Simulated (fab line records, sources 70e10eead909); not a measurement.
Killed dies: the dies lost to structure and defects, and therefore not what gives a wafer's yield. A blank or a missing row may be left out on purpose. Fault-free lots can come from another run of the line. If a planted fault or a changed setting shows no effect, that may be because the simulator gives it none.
Matching of chambers + flow nandHarc + pecvd-03 running NHARC_A_CONTACT_DEP_24: 3 sister chambers
The step deposits SiO2, target thk 500 nm. 6 wafers are shown with their chamber, then 7 later ones without.

== WAFERS, EACH WITH ITS CHAMBER ==
| wafer  | chamber | heaterPowerW (W) | throttleValvePct (%) |
|--------|---------|------------------|----------------------|
| L715.3 | 0       | 737              | 16.7                 |
| L715.6 | 1       | 431              | 16.6                 |
| L713.1 | 0       | 720              | 16.4                 |
| L713.4 | 2       | 460              | 15.6                 |
| L720.1 | 2       | 387              | 15.6                 |
| L720.2 | 1       | 478              | 16.6                 |

== WAFERS WITH NO CHAMBER GIVEN ==
| wafer  | heaterPowerW (W) | throttleValvePct (%) |
|--------|------------------|----------------------|
| L720.5 | 356              | 16.8                 |
| L721.1 | 472              | 16.0                 |
| L721.2 | 789              | 16.5                 |
| L721.4 | 801              | 16.6                 |
| L728.1 | 461              | 16.5                 |
| L728.3 | 751              | 16.4                 |
| L728.6 | 765              | 16.6                 |

== WHICH CHAMBER EACH ONE RAN IN ==
| wafer  | from the rows above     | in truth |
|--------|-------------------------|----------|
| L720.5 | 1                       | 1        |
| L721.1 | can't be placed: 2 or 1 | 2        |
| L721.2 | 0                       | 0        |
| L721.4 | 0                       | 0        |
| L728.1 | 1                       | 1        |
| L728.3 | 0                       | 0        |
| L728.6 | 0                       | 0        |
6 of 7 placed correctly. These rows do not allow placing 1 (true chamber among the candidates in 1). 0 placed wrongly.
How it was worked out, from the rows above alone: a wafer's distance from a chamber is the root of the sum, over the readings, of the square of ((its reading less the chamber's mean) divided by the reading's scatter). The wafer belongs to the nearest chamber; if the next one is less than 2 further off, it can't be placed. The mean given for a chamber averages the wafers shown for that chamber. How the scatter is found: for the shown wafers, subtract from each reading the mean of its chamber, square and add these, divide the total by (wafers less chambers), then take the root.
